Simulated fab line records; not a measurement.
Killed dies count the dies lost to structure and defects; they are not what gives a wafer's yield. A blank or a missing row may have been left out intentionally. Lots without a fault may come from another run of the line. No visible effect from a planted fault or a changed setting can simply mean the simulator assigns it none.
Split-lot trial || flow n5_finfet || 39 wafers read across 7 lots, on a route 1938 steps long

## SPLIT DETAILS
At N5_BEOL_M7_TRENCH_ETCH_37 (etches SiCOH lowk in C4F6/O2, target depth 93.478 nm, time 31.2 s), the setting target_depth_a was moved away from the recipe's 934.78 angstrom on 12 of the 39 wafers read, by -53.8% to +37.6%. For the rest of the wafers, this setting stayed at what the recipe calls for.

## FROM THE SPLIT TO THE READING: what the file shows between them, 11 steps
- N5_BEOL_M7_ETCH_41: etches SiCN in CH3F/O2, target depth 31.9 nm, time 57.8 s
- N5_BEOL_M7_STRIP_80: strips in N2/H2, time 10 s
- N5_BEOL_M7_OCD_MEAS_38
- N5_BEOL_M7_HM_STRIP_39: strips TiN in peroxide tin strip, target depth 25 nm, time 158 s
- N5_BEOL_M7_SRD_40: time 30 s
- N5_BEOL_M7_ECD_50: material Cu, target thk 300 nm
- N5_BEOL_M7_ANNEAL_51: time 90 s
- N5_BEOL_M7_CMP_52: polishes, stops on SiCOH lowk, t overpolish 6.9 s, target thk 80 nm
- N5_BEOL_M7_THK_MEAS_53: measures by xrf
- N5_BEOL_M7_PRE_CLEAN_55: time 15 s
- N5_BEOL_M7_DEP_56: deposits SiCN from 3MS/NH3, target thk 10 nm, time 17.5 s

## THE READING
At N5_BEOL_M7_RS_MEAS_57, a four-point-probe measurement gives M7_RS in ohm/sq. A value of 0.283 ohm/sq with a standard deviation of 0.0074 ohm/sq is what fault-free wafers of this fab line usually give.

{"wafer": "L075.1", "tool, chamber at the split": "rie_diel-03, 3", "target_depth_a as run, angstrom": 934.78, "against the recipe": "recipe", "M7_RS, ohm/sq": 0.276, "against lot-mates on the recipe": "-"}
{"wafer": "L075.2", "tool, chamber at the split": "rie_diel-03, 2", "target_depth_a as run, angstrom": 934.78, "against the recipe": "recipe", "M7_RS, ohm/sq": 0.287, "against lot-mates on the recipe": "-"}
{"wafer": "L075.6", "tool, chamber at the split": "rie_diel-03, 3", "target_depth_a as run, angstrom": 934.78, "against the recipe": "recipe", "M7_RS, ohm/sq": 0.268, "against lot-mates on the recipe": "-"}
{"wafer": "L082.1", "tool, chamber at the split": "rie_diel-03, 0", "target_depth_a as run, angstrom": 670, "against the recipe": "-28.3%", "M7_RS, ohm/sq": 0.443, "against lot-mates on the recipe": "+0.158"}
{"wafer": "L082.2", "tool, chamber at the split": "rie_diel-03, 1", "target_depth_a as run, angstrom": 670, "against the recipe": "-28.3%", "M7_RS, ohm/sq": 0.473, "against lot-mates on the recipe": "+0.188"}
{"wafer": "L082.3", "tool, chamber at the split": "rie_diel-03, 2", "target_depth_a as run, angstrom": 934.78, "against the recipe": "recipe", "M7_RS, ohm/sq": 0.292, "against lot-mates on the recipe": "-"}
{"wafer": "L082.4", "tool, chamber at the split": "rie_diel-03, 3", "target_depth_a as run, angstrom": 934.78, "against the recipe": "recipe", "M7_RS, ohm/sq": 0.274, "against lot-mates on the recipe": "-"}
{"wafer": "L082.5", "tool, chamber at the split": "rie_diel-03, 1", "target_depth_a as run, angstrom": 934.78, "against the recipe": "recipe", "M7_RS, ohm/sq": 0.288, "against lot-mates on the recipe": "-"}
{"wafer": "L082.6", "tool, chamber at the split": "rie_diel-03, 0", "target_depth_a as run, angstrom": 670, "against the recipe": "-28.3%", "M7_RS, ohm/sq": 0.460, "against lot-mates on the recipe": "+0.175"}
{"wafer": "L083.1", "tool, chamber at the split": "rie_diel-06, 3", "target_depth_a as run, angstrom": 934.78, "against the recipe": "recipe", "M7_RS, ohm/sq": 0.279, "against lot-mates on the recipe": "-"}
{"wafer": "L083.2", "tool, chamber at the split": "rie_diel-06, 2", "target_depth_a as run, angstrom": 934.78, "against the recipe": "recipe", "M7_RS, ohm/sq": 0.279, "against lot-mates on the recipe": "-"}
{"wafer": "L083.3", "tool, chamber at the split": "rie_diel-06, 3", "target_depth_a as run, angstrom": 934.78, "against the recipe": "recipe", "M7_RS, ohm/sq": 0.282, "against lot-mates on the recipe": "-"}
{"wafer": "L083.4", "tool, chamber at the split": "rie_diel-06, 2", "target_depth_a as run, angstrom": 934.78, "against the recipe": "recipe", "M7_RS, ohm/sq": 0.278, "against lot-mates on the recipe": "-"}
{"wafer": "L083.5", "tool, chamber at the split": "rie_diel-06, 3", "target_depth_a as run, angstrom": 934.78, "against the recipe": "recipe", "M7_RS, ohm/sq": 0.281, "against lot-mates on the recipe": "-"}
{"wafer": "L083.6", "tool, chamber at the split": "rie_diel-06, 2", "target_depth_a as run, angstrom": 934.78, "against the recipe": "recipe", "M7_RS, ohm/sq": 0.279, "against lot-mates on the recipe": "-"}
{"wafer": "L089.1", "tool, chamber at the split": "rie_diel-02, 2", "target_depth_a as run, angstrom": 431.8, "against the recipe": "-53.8%", "M7_RS, ohm/sq": 0.928, "against lot-mates on the recipe": "+0.648"}
{"wafer": "L089.2", "tool, chamber at the split": "rie_diel-02, 1", "target_depth_a as run, angstrom": 431.8, "against the recipe": "-53.8%", "M7_RS, ohm/sq": 0.961, "against lot-mates on the recipe": "+0.681"}
{"wafer": "L089.3", "tool, chamber at the split": "rie_diel-02, 3", "target_depth_a as run, angstrom": 934.78, "against the recipe": "recipe", "M7_RS, ohm/sq": 0.268, "against lot-mates on the recipe": "-"}
{"wafer": "L089.4", "tool, chamber at the split": "rie_diel-02, 0", "target_depth_a as run, angstrom": 934.78, "against the recipe": "recipe", "M7_RS, ohm/sq": 0.289, "against lot-mates on the recipe": "-"}
{"wafer": "L089.5", "tool, chamber at the split": "rie_diel-02, 0", "target_depth_a as run, angstrom": 934.78, "against the recipe": "recipe", "M7_RS, ohm/sq": 0.284, "against lot-mates on the recipe": "-"}
{"wafer": "L089.6", "tool, chamber at the split": "rie_diel-02, 1", "target_depth_a as run, angstrom": 431.8, "against the recipe": "-53.8%", "M7_RS, ohm/sq": 0.963, "against lot-mates on the recipe": "+0.683"}
{"wafer": "L092.1", "tool, chamber at the split": "rie_diel-06, 0", "target_depth_a as run, angstrom": 1286, "against the recipe": "+37.6%", "M7_RS, ohm/sq": 0.183, "against lot-mates on the recipe": -0.097}
{"wafer": "L092.2", "tool, chamber at the split": "rie_diel-06, 2", "target_depth_a as run, angstrom": 1286, "against the recipe": "+37.6%", "M7_RS, ohm/sq": 0.189, "against lot-mates on the recipe": -0.091}
{"wafer": "L092.3", "tool, chamber at the split": "rie_diel-06, 1", "target_depth_a as run, angstrom": 1286, "against the recipe": "+37.6%", "M7_RS, ohm/sq": 0.184, "against lot-mates on the recipe": -0.096}
{"wafer": "L092.4", "tool, chamber at the split": "rie_diel-06, 3", "target_depth_a as run, angstrom": 934.78, "against the recipe": "recipe", "M7_RS, ohm/sq": 0.280, "against lot-mates on the recipe": "-"}
{"wafer": "L092.5", "tool, chamber at the split": "rie_diel-06, 3", "target_depth_a as run, angstrom": 934.78, "against the recipe": "recipe", "M7_RS, ohm/sq": 0.282, "against lot-mates on the recipe": "-"}
{"wafer": "L092.6", "tool, chamber at the split": "rie_diel-06, 2", "target_depth_a as run, angstrom": 934.78, "against the recipe": "recipe", "M7_RS, ohm/sq": 0.279, "against lot-mates on the recipe": "-"}
{"wafer": "L096.1", "tool, chamber at the split": "rie_diel-02, 2", "target_depth_a as run, angstrom": 1263, "against the recipe": "+35.1%", "M7_RS, ohm/sq": 0.195, "against lot-mates on the recipe": -0.091}
{"wafer": "L096.2", "tool, chamber at the split": "rie_diel-02, 1", "target_depth_a as run, angstrom": 934.78, "against the recipe": "recipe", "M7_RS, ohm/sq": 0.290, "against lot-mates on the recipe": "-"}
{"wafer": "L096.3", "tool, chamber at the split": "rie_diel-02, 3", "target_depth_a as run, angstrom": 1263, "against the recipe": "+35.1%", "M7_RS, ohm/sq": 0.187, "against lot-mates on the recipe": -0.099}
{"wafer": "L096.4", "tool, chamber at the split": "rie_diel-02, 0", "target_depth_a as run, angstrom": 934.78, "against the recipe": "recipe", "M7_RS, ohm/sq": 0.282, "against lot-mates on the recipe": "-"}
{"wafer": "L096.5", "tool, chamber at the split": "rie_diel-02, 2", "target_depth_a as run, angstrom": 1263, "against the recipe": "+35.1%", "M7_RS, ohm/sq": 0.195, "against lot-mates on the recipe": -0.091}
{"wafer": "L096.6", "tool, chamber at the split": "rie_diel-02, 1", "target_depth_a as run, angstrom": 934.78, "against the recipe": "recipe", "M7_RS, ohm/sq": 0.285, "against lot-mates on the recipe": "-"}
{"wafer": "L097.1", "tool, chamber at the split": "rie_diel-06, 3", "target_depth_a as run, angstrom": 934.78, "against the recipe": "recipe", "M7_RS, ohm/sq": 0.279, "against lot-mates on the recipe": "-"}
{"wafer": "L097.2", "tool, chamber at the split": "rie_diel-06, 1", "target_depth_a as run, angstrom": 934.78, "against the recipe": "recipe", "M7_RS, ohm/sq": 0.271, "against lot-mates on the recipe": "-"}
{"wafer": "L097.3", "tool, chamber at the split": "rie_diel-06, 0", "target_depth_a as run, angstrom": 934.78, "against the recipe": "recipe", "M7_RS, ohm/sq": 0.272, "against lot-mates on the recipe": "-"}
{"wafer": "L097.4", "tool, chamber at the split": "rie_diel-06, 0", "target_depth_a as run, angstrom": 934.78, "against the recipe": "recipe", "M7_RS, ohm/sq": 0.271, "against lot-mates on the recipe": "-"}
{"wafer": "L097.5", "tool, chamber at the split": "rie_diel-06, 3", "target_depth_a as run, angstrom": 934.78, "against the recipe": "recipe", "M7_RS, ohm/sq": 0.282, "against lot-mates on the recipe": "-"}
{"wafer": "L097.6", "tool, chamber at the split": "rie_diel-06, 1", "target_depth_a as run, angstrom": 934.78, "against the recipe": "recipe", "M7_RS, ohm/sq": 0.271, "against lot-mates on the recipe": "-"}

FIT RESULTS
A straight line over all 39 wafers: M7_RS changes by -0.00747 ohm/sq for each +1% of target_depth_a; r = -0.87; the points scatter about the line by 0.095 ohm/sq.
The same after taking each lot's own level away (the mean of its wafers on the recipe; 39 wafers): -0.00748 ohm/sq for each +1%; r = -0.87; scatter 0.095 ohm/sq.
According to that fit, moving target_depth_a by its largest amount changes the reading by 0.4 ohm/sq.
Across the lots, their own levels run from 0.2743 to 0.2857 ohm/sq, a range of 1.5 times the standard deviation given above.
So the lot-to-lot level changes the slope little: the two slopes agree.
Check: for one of the wafers moved furthest among these (-53.8%), held out of the fit, the line's prediction against its lot-mates is +0.405 ohm/sq. Against them it came out at +0.648 ohm/sq.

## THE WHOLE CHAIN: every reading that the file lists as answering this split, in the file's order
{"step": "N5_BEOL_M7_TRENCH_ETCH_37", "what it does": "etches SiCOH lowk in C4F6/O2, target depth 93.478 nm, time 31.2 s", "reading": "etch.depth_nm (the simulator's own value, which no gauge read)", "change (the file's fit)": "+0.959 nm for each +1% of the setting", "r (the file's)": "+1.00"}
{"step": "N5_BEOL_M7_TRENCH_ETCH_37", "what it does": "etches SiCOH lowk in C4F6/O2, target depth 93.478 nm, time 31.2 s", "reading": "BEOL_M7.feature_depth_nm (the simulator's own value, which no gauge read)", "change (the file's fit)": "+0.959 nm for each +1% of the setting", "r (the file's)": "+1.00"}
{"step": "N5_BEOL_M7_TRENCH_ETCH_37", "what it does": "etches SiCOH lowk in C4F6/O2, target depth 93.478 nm, time 31.2 s", "reading": "TiN_of_BEOL_M7_HM_DEP_02.thk_nm (the simulator's own value, which no gauge read)", "change (the file's fit)": "-0.0262 nm for each +1% of the setting", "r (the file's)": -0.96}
{"step": "N5_BEOL_M7_OCD_MEAS_38", "what it does": "", "reading": "trench_depth_nm", "change (the file's fit)": "+0.96 nm for each +1% of the setting", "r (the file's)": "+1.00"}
{"step": "N5_BEOL_M7_CMP_52", "what it does": "polishes, stops on SiCOH lowk, t overpolish 6.9 s, target thk 80 nm", "reading": "Cu_of_BEOL_M7_ECD_50.thk_nm (the simulator's own value, which no gauge read)", "change (the file's fit)": "+0.939 nm for each +1% of the setting", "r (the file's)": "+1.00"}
{"step": "N5_BEOL_M7_THK_MEAS_53", "what it does": "measures by xrf", "reading": "M7_THK", "change (the file's fit)": "+0.933 for each +1% of the setting", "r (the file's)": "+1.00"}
{"step": "N5_BEOL_M7_RS_MEAS_57", "what it does": "measures by four-point-probe", "reading": "M7_RS", "change (the file's fit)": "-0.00755 for each +1% of the setting", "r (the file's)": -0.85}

## THE FILE'S OWN FIT
M7_RS changes by -0.00755 ohm/sq for each +1% of target_depth_a, r = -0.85.
